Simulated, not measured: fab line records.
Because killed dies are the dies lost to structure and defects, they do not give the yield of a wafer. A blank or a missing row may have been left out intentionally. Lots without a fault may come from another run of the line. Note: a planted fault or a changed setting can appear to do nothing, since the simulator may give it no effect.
Matching of chambers    flow n5-finfet    4 sister chambers for N5_HKMG_FIN_DESCUM_53 on rie-diel-02
The step chemistry O2, time 7.9 s. 18 wafers are shown with their chamber, then 9 later ones without.

WAFERS, EACH WITH ITS CHAMBER
wafer   chamber  showerhead-plenum-p-Torr (Torr)  drypump-motor-current-A (A)  throttle-valve-pct (%)
L078.1  0        1.97                             5.70                         20.42
L078.5  3        2.06                             5.75                         20.72
L078.6  2        2.06                             5.72                         20.50
L079.3  3        2.06                             5.76                         20.73
L079.4  2        2.06                             5.70                         20.52
L079.5  0        1.97                             5.69                         20.43
L080.2  2        2.06                             5.67                         20.52
L080.4  3        2.06                             5.74                         20.72
L080.6  0        1.97                             5.68                         20.43
L085.2  2        2.06                             5.66                         20.53
L085.3  0        1.96                             5.68                         20.47
L085.6  2        2.05                             5.72                         20.54
L086.1  2        2.05                             5.71                         20.57
L086.3  1        2.01                             5.25                         20.89
L086.4  2        2.05                             5.69                         20.56
L089.2  3        2.06                             5.75                         20.35
L089.5  1        2.01                             5.20                         20.89
L089.6  0        1.96                             5.69                         20.46

SIGNATURES (averages over the wafers above)
reading                   chamber 0  chamber 1  chamber 2  chamber 3  scatter within a chamber
showerhead-plenum-p-Torr  1.9660     2.0100     2.0557     2.0600     0.00456
drypump-motor-current-A   5.6880     5.2250     5.6957     5.7500     0.0191
throttle-valve-pct        20.4420    20.8900    20.5343    20.6300    0.0887
Rule: for a wafer and a chamber, the distance is found by dividing, reading by reading, the gap between the wafer's reading and the chamber's mean by the reading's scatter, squaring, summing and taking the root. The wafer belongs to the nearest chamber; if the next one is less than 2 further off, it can't be placed. The scatter: the root of (the sum of the squares of (reading less its chamber's mean) over the shown wafers, divided by (wafers less chambers)).

WAFERS WITHOUT THEIR CHAMBER
wafer   showerhead-plenum-p-Torr (Torr)  drypump-motor-current-A (A)  throttle-valve-pct (%)
L092.2  2.05                             5.67                         20.56
L092.4  1.96                             5.70                         20.47
L092.5  2.01                             5.17                         20.92
L093.3  2.06                             5.74                         20.37
L093.5  2.01                             5.22                         20.93
L093.6  2.05                             5.69                         20.58
L096.1  2.05                             5.71                         20.59
L096.5  2.05                             5.75                         20.39
L096.6  2.05                             5.71                         20.59

WHICH CHAMBER EACH ONE RAN IN
wafer   from the rows above      in truth
L092.2  2                        2
L092.4  0                        0
L092.5  1                        1
L093.3  can't be placed: 3 or 2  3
L093.5  1                        1
L093.6  2                        2
L096.1  can't be placed: 2 or 3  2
L096.5  can't be placed: 3 or 2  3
L096.6  can't be placed: 2 or 3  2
Correctly placed: 5 of 9. Not placeable from these rows: 4 (in 4, the candidates include the true chamber). Number placed wrongly: 0.
